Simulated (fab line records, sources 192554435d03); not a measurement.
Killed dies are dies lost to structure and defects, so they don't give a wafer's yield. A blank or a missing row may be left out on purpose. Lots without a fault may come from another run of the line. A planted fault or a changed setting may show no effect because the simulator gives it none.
One fault seen from 2 desks | flow n5_finfet | each desk has only its own numbers; what lay behind them comes last

THE METROLOGY DESK
What the gauges read, lot by lot, whatever tool the lot ran on: means of the sampled wafers that have a number. A lot is out of limits, marked OUT, if its mean lies more than 4 standard deviations from the usual mean; the brackets give that distance. Of its 12 readings 7 are shown: those that lie furthest out on some lot.
Columns: A = cd_nm at N5_FIN_SAQP_CD_MEAS_16, usual 35.6 nm; B = IOFF_P at N5_BEOL_M4_RC_MEAS_101, usual 0.21 nA/um; C = ION_N at N5_BEOL_M4_RC_MEAS_101, usual 672 uA/um; D = ION_P at N5_BEOL_M4_RC_MEAS_101, usual 463 uA/um; E = SS_N at N5_BEOL_M4_RC_MEAS_101, usual 71.5 mV/dec; F = VT_N at N5_BEOL_M4_RC_MEAS_101, usual 251 mV; G = VT_P at N5_BEOL_M4_RC_MEAS_101, usual -250 mV
lot  | first seen here | A    | B    | C   | D   | E    | F   | G
L625 | day 2 10:01     | 35.6 | 0.23 | 685 | 482 | 71.4 | 250 | -247
L626 | day 2 14:47     | 35.5 | 0.13 | 648 | 442 | 70.5 | 258 | -261
L629 | day 3 08:57     | 35.6 | 0.21 | 672 | 457 | 72.7 | 249 | -254
L630 | day 3 15:17     | 35.9 | 0.20 | 671 | 461 | 71.3 | 248 | -248
L635 | day 4 21:22     | 35.6 | 0.23 | 685 | 470 | 71.5 | 248 | -247
L637 | day 5 09:31     | 35.0 | 0.21 | 679 | 468 | 71.0 | 251 | -251
L638 | day 5 15:21     | 36.0 | 0.24 | 677 | 472 | 71.4 | 248 | -246
L644 | day 7 03:49     | 35.7 | 0.20 | 663 | 458 | 71.4 | 253 | -251
L645 | day 7 09:22     | 35.4 | 0.22 | 661 | 458 | 71.6 | 252 | -249
L646 | day 7 15:28     | 36.0 | 0.23 | 678 | 470 | 71.0 | 249 | -246
This desk's finding: nothing out of limits on any of the 10 lots.

THE TOOL OWNER'S DESK: pecvd-03
The tool's own readings at N5_FIN_SAQP_PECVD_47 (deposits a-Si from SiH4/He, target thk 45 nm, time 36.3 s): means of the sampled wafers that have a number, for each lot that ran on this tool. A lot is out of limits, marked OUT, if its mean lies more than 4 standard deviations from the usual mean; the brackets give that distance.
Columns: A = heater_power_w at N5_FIN_SAQP_PECVD_47, usual 841 W; B = run_length_s at N5_FIN_SAQP_PECVD_47, usual 72.6 s; C = showerhead_plenum_p_Torr at N5_FIN_SAQP_PECVD_47, usual 5.65 Torr; D = throttle_valve_pct at N5_FIN_SAQP_PECVD_47, usual 18.6 %
lot  | first seen here | A   | B               | C    | D
L625 | day 2 09:51     | 836 | 72.4            | 5.70 | 18.2
L630 | day 3 15:04     | 891 | 72.9            | 5.69 | 18.1
L637 | day 5 09:20     | 818 | 72.7            | 5.65 | 18.7
L644 | day 7 03:39     | 829 | 67.0 (-9.8) OUT | 5.62 | 18.9
L645 | day 7 09:12     | 784 | 67.1 (-9.6) OUT | 5.65 | 18.7
This desk's finding: out of limits on L644, L645; first on L644, day 7 03:39 (run_length_s at N5_FIN_SAQP_PECVD_47). In limits: L625, L630, L637.

PUT TOGETHER
The tool owner's desk could have raised an alarm at day 7 03:39, on L644, L645.
The metrology desk saw nothing out of limits.
The metrology desk has L644, L645 on record, within its limits.
Of the lots named, all ran N5_FIN_SAQP_PECVD_47 on pecvd-03.

WHAT THE SIMULATOR HAD PUT IN
Process parameter drift: pecvd-03, from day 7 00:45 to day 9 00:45, at N5_FIN_SAQP_PECVD_47. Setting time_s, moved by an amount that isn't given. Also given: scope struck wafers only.
Lots struck among those shown: L644, L645.
Hours from the fault's start to each desk's first reading out of limits: the tool owner's desk, 3.
